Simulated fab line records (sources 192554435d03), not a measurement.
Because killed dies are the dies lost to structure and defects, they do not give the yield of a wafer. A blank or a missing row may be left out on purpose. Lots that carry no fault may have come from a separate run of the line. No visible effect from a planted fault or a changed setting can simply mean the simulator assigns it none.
Lot-split experiment    flow n5-finfet    21 wafers read across 7 lots, on a route 1938 steps long

## ON THE SPLIT
At N5_MOL_CONTACT_COAG_ALD_133 (deposits SiO2, target thk 5 nm, pulse time 1 s, co reactant pulse time 1 s), the setting ald-cycles was moved away from the recipe's 35 on 7 of the 21 wafers read, by -5.7% to +17.1%. For the rest of the wafers, this setting stayed at what the recipe calls for.

The split's own step is where the reading is taken.

## THE READING
SiO2_of_MOL_CONTACT_COAG_ALD_133.thk-nm (the simulator's own value, which no gauge read), in nm, at N5_MOL_CONTACT_COAG_ALD_133 (deposits SiO2, target thk 5 nm, pulse time 1 s, co reactant pulse time 1 s). No usual value for it is given in the file.

wafer   tool, chamber at the split  ald-cycles as run  against the recipe  SiO2_of_MOL_CONTACT_COAG_ALD_133.thk-nm, nm  against lot-mates on the recipe
L074.4  ald-sin-02, 2,3             41                 +17.1%              5.8                                          +0.8
L074.6  ald-sin-02, 2,3             41                 +17.1%              5.8                                          +0.8
L074.5  ald-sin-02, 0               35                 recipe              5                                            -
L075.2  ald-sin-01, 3,1             39                 +11.4%              5.6                                          +0.6
L075.3  ald-sin-01, 3,1             39                 +11.4%              5.6                                          +0.6
L075.6  ald-sin-01, 1               35                 recipe              5                                            -
L076.3  ald-sin-01, 2,3             38                 +8.6%               5.4                                          +0.4
L076.6  ald-sin-01, 2,3             38                 +8.6%               5.4                                          +0.4
L076.5  ald-sin-01, 0               35                 recipe              5                                            -
L080.1  ald-sin-01, 0,2,3           35                 recipe              5                                            -
L080.5  ald-sin-01, 0,2,3           35                 recipe              5                                            -
L080.6  ald-sin-01, 0,2,3           35                 recipe              5                                            -
L085.3  ald-sin-04, 0,1,1           35                 recipe              5                                            -
L085.4  ald-sin-04, 0,1,1           35                 recipe              5                                            -
L085.5  ald-sin-04, 0,1,1           35                 recipe              5                                            -
L086.1  ald-sin-04, 0,3,1           35                 recipe              5                                            -
L086.2  ald-sin-04, 0,3,1           35                 recipe              5                                            -
L086.5  ald-sin-04, 0,3,1           35                 recipe              5                                            -
L097.3  ald-sin-01, 3,1             35                 recipe              5                                            -
L097.6  ald-sin-01, 3,1             35                 recipe              5                                            -
L097.5  ald-sin-01, 2               33                 -5.7%               4.8                                          -0.2
Rows listing several chambers each stand for several wafers; the file does not say which wafer went through which chamber.

THE FIT
A straight line over all 21 wafers: SiO2_of_MOL_CONTACT_COAG_ALD_133.thk-nm changes by +0.0473 nm for each +1% of ald-cycles; r = +1.00; the points scatter about the line by 0.024 nm.
The same after taking each lot's own level away (the mean of its wafers on the recipe; 21 wafers): +0.0473 nm for each +1%; r = +1.00; scatter 0.024 nm.
According to that fit, moving ald-cycles by its largest amount changes the reading by 0.81 nm.
The lots' own levels span 5.00 to 5.00 nm.
Hence the lot-to-lot level has little effect on the slope; both slopes agree.
Check: for one of the wafers moved furthest among these (+17.1%), held out of the fit, the line's prediction against its lot-mates is +0.825 nm. Against them it came out at +0.8 nm.

## THE OTHER SPLITS THESE WAFERS WENT THROUGH
Note: prior to the reading, these wafers also went through further splits. Each is held against what the fit with the lots' levels taken away leaves over:
other split on the same wafers         wafers away from the commonest value  r with SiO2_of_MOL_CONTACT_COAG_ALD_133.thk-nm (lot level and that fit taken away)
N5_HKMG_FIN_PEB_47 peb-time-s          5                                     +0.00
N5_HKMG_FIN_ETCH_54 source-w           7                                     +0.06
N5_MOL_CONTACT_COAG_EXPOSE_05 dose-mj  5                                     +0.11

## FILE'S OWN FIT
SiO2_of_MOL_CONTACT_COAG_ALD_133.thk-nm changes by +0.0474 nm for each +1% of ald-cycles, r = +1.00.
